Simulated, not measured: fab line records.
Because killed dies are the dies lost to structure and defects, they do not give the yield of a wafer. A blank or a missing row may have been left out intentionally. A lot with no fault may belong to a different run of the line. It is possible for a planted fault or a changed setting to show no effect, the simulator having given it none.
Split-lot experiment + flow n5Finfet + route with 1938 steps; 7 lots, 21 wafers read

== ABOUT THE SPLIT ==
At N5_BEOL_M14_SPUTTER_44 (material Ta, target thk 15 nm, time 24.19 s), the setting powerW was moved away from the recipe's 15000 W on 9 of the 21 wafers read, by -17.7% to +16.8%. The other wafers ran this setting at the recipe's value.

Reading taken at the split's own step.

== THE READING ==
Ta_of_BEOL_M14_SPUTTER_44.thkNm (the simulator's own value, which no gauge read), in nm, at N5_BEOL_M14_SPUTTER_44 (material Ta, target thk 15 nm, time 24.19 s). There is no usual value for it anywhere in the file. Across the 12 wafers here that went through the recipe, the average is 15.0 nm and the standard deviation 0.22 nm.

| wafer  | tool, chamber at the split | powerW as run, W | against the recipe | Ta_of_BEOL_M14_SPUTTER_44.thkNm, nm | against lot-mates on the recipe |
|--------|----------------------------|------------------|--------------------|-------------------------------------|---------------------------------|
| L079.1 | pvdSputter-02, -           | 16850            | +12.3%             | 16.8                                | no lot-mate on the recipe       |
| L079.4 | pvdSputter-02, -           | 16850            | +12.3%             | 16.8                                | no lot-mate on the recipe       |
| L079.6 | pvdSputter-02, -           | 16850            | +12.3%             | 16.8                                | no lot-mate on the recipe       |
| L080.1 | pvdSputter-03, -           | 15000            | recipe             | 14.8                                | -                               |
| L080.5 | pvdSputter-03, -           | 15000            | recipe             | 14.8                                | -                               |
| L080.6 | pvdSputter-03, -           | 15000            | recipe             | 14.8                                | -                               |
| L082.1 | pvdSputter-03, -           | 15000            | recipe             | 14.8                                | -                               |
| L082.2 | pvdSputter-03, -           | 17520            | +16.8%             | 17.4                                | +2.6                            |
| L082.6 | pvdSputter-03, -           | 17520            | +16.8%             | 17.4                                | +2.6                            |
| L084.2 | pvdSputter-02, -           | 15000            | recipe             | 15.2                                | -                               |
| L084.3 | pvdSputter-02, -           | 12350            | -17.7%             | 12.6                                | -2.6                            |
| L084.4 | pvdSputter-02, -           | 12350            | -17.7%             | 12.6                                | -2.6                            |
| L089.3 | pvdSputter-02, -           | 15000            | recipe             | 15.2                                | -                               |
| L089.4 | pvdSputter-02, -           | 15000            | recipe             | 15.2                                | -                               |
| L089.5 | pvdSputter-02, -           | 15000            | recipe             | 15.2                                | -                               |
| L087.1 | pvdSputter-02, -           | 15000            | recipe             | 14.8                                | -                               |
| L087.4 | pvdSputter-02, -           | 15000            | recipe             | 14.8                                | -                               |
| L087.6 | pvdSputter-02, -           | 16680            | +11.2%             | 16.4                                | +1.6                            |
| L095.1 | pvdSputter-02, -           | 15000            | recipe             | 15.2                                | -                               |
| L095.3 | pvdSputter-02, -           | 15000            | recipe             | 15.4                                | -                               |
| L095.6 | pvdSputter-02, -           | 15690            | +4.6%              | 16                                  | +0.7                            |

FIT RESULTS
A straight line over all 21 wafers: Ta_of_BEOL_M14_SPUTTER_44.thkNm changes by +0.14 nm for each +1% of powerW; r = +0.99; the points scatter about the line by 0.2 nm.
The same after taking each lot's own level away (the mean of its wafers on the recipe; 18 wafers): +0.15 nm for each +1%; r = +1.00; scatter 0.051 nm.
On that fit, the largest move of powerW shifts the reading by 2.6 nm.
The lots' own levels span 14.80 to 15.30 nm, that is 2.2 times the standard deviation above.
Consequently the slope shifts little with the lot-to-lot level, the two slopes agreeing.
Check: with one of the wafers moved furthest among these (-17.7%) left out of the fit, the line predicts -2.66 nm for it against its lot-mates. It came out at -2.6 nm against them.

== THESE WAFERS: OTHER SPLITS ==
Note: prior to the reading, these wafers also went through further splits. Each is held against what the fit with the lots' levels taken away leaves over:
| other split on the same wafers   | wafers away from the commonest value | r with Ta_of_BEOL_M14_SPUTTER_44.thkNm (lot level and that fit taken away) |
|----------------------------------|--------------------------------------|----------------------------------------------------------------------------|
| N5_BEOL_M10_COAT_64 spinRpm      | 10                                   | +0.33                                                                      |
| N5_BEOL_M11_ETCH_41 timeS        | 5                                    | +0.07                                                                      |
| N5_BEOL_M13_TRENCH_ETCH_34 timeS | 9                                    | -0.41                                                                      |
| N5_BEOL_M13_SPUTTER_44 timeS     | 4                                    | +0.31                                                                      |
| N5_BEOL_M14_SPUTTER_43 powerW    | 6                                    | +0.35                                                                      |

== THE FILE'S OWN FIT ==
Ta_of_BEOL_M14_SPUTTER_44.thkNm changes by +0.149 nm for each +1% of powerW, r = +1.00.
